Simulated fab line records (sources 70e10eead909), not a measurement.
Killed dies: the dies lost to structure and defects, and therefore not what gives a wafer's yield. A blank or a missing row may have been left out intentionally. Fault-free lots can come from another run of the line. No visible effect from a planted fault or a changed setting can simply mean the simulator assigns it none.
Chamber matching ; flow nandHarc ; rieDiel-11 running NHARC_A_STAIRCASE_DESCUM_186: 4 sister chambers
The step chemistry O2, time 3 s. 18 wafers are shown with their chamber, then 9 later ones without.

== WAFERS WITH THEIR CHAMBER ==
wafer;chamber;drypumpMotorCurrentA (A);showerheadPlenumPTorr (Torr);oesProductAu (a.u.)
L076.4;3;5.0;1.90;0.995
L076.5;0;6.0;1.91;0.999
L076.6;3;5.0;1.90;0.985
L078.2;2;6.0;1.98;1.005
L078.4;1;5.3;1.82;0.999
L078.5;3;5.0;1.90;1.000
L077.1;1;5.3;1.82;1.002
L077.3;0;5.9;1.91;1.008
L077.5;1;5.3;1.82;1.006
L079.4;0;6.0;1.91;1.015
L079.5;1;5.3;1.81;1.000
L079.6;0;6.0;1.91;1.018
L082.1;2;6.0;1.97;1.007
L082.2;3;5.0;1.89;0.996
L082.4;0;6.0;1.91;1.008
L081.1;0;6.0;1.91;1.016
L081.3;1;5.3;1.81;1.015
L081.6;3;5.0;1.89;1.001

SIGNATURES (means of the wafers above)
reading;chamber 0;chamber 1;chamber 2;chamber 3;scatter within a chamber
drypumpMotorCurrentA;5.983;5.300;6.000;5.000;0.0244
showerheadPlenumPTorr;1.9100;1.8160;1.9750;1.8960;0.00455
oesProductAu;1.01067;1.00440;1.00600;0.99540;0.00646
Rule: for a wafer and a chamber, the distance is found by dividing, reading by reading, the gap between the wafer's reading and the chamber's mean by the reading's scatter, squaring, summing and taking the root. If the next closest chamber is less than 2 further off than the closest, the wafer can't be placed; otherwise it belongs to the closest. The scatter is the square root of a quotient: the sum, over the shown wafers, of each reading's squared deviation from its chamber's mean, divided by wafers minus chambers.

== WAFERS WITH NO CHAMBER GIVEN ==
wafer;drypumpMotorCurrentA (A);showerheadPlenumPTorr (Torr);oesProductAu (a.u.)
L084.1;6.0;1.91;1.021
L084.2;5.3;1.81;1.013
L084.3;5.0;1.89;1.004
L092.1;5.0;1.88;1.005
L092.3;5.3;1.81;1.013
L092.5;5.0;1.88;1.001
L094.2;6.0;1.90;1.010
L094.4;5.0;1.88;0.999
L094.5;6.0;1.96;1.009

== EACH ONE'S CHAMBER ==
wafer;from the rows above;in truth
L084.1;0;0
L084.2;1;1
L084.3;3;3
L092.1;3;3
L092.3;1;1
L092.5;3;3
L094.2;0;0
L094.4;3;3
L094.5;2;2
9 of 9 placed correctly. Can't be placed from these rows: 0. Placed wrongly: 0.
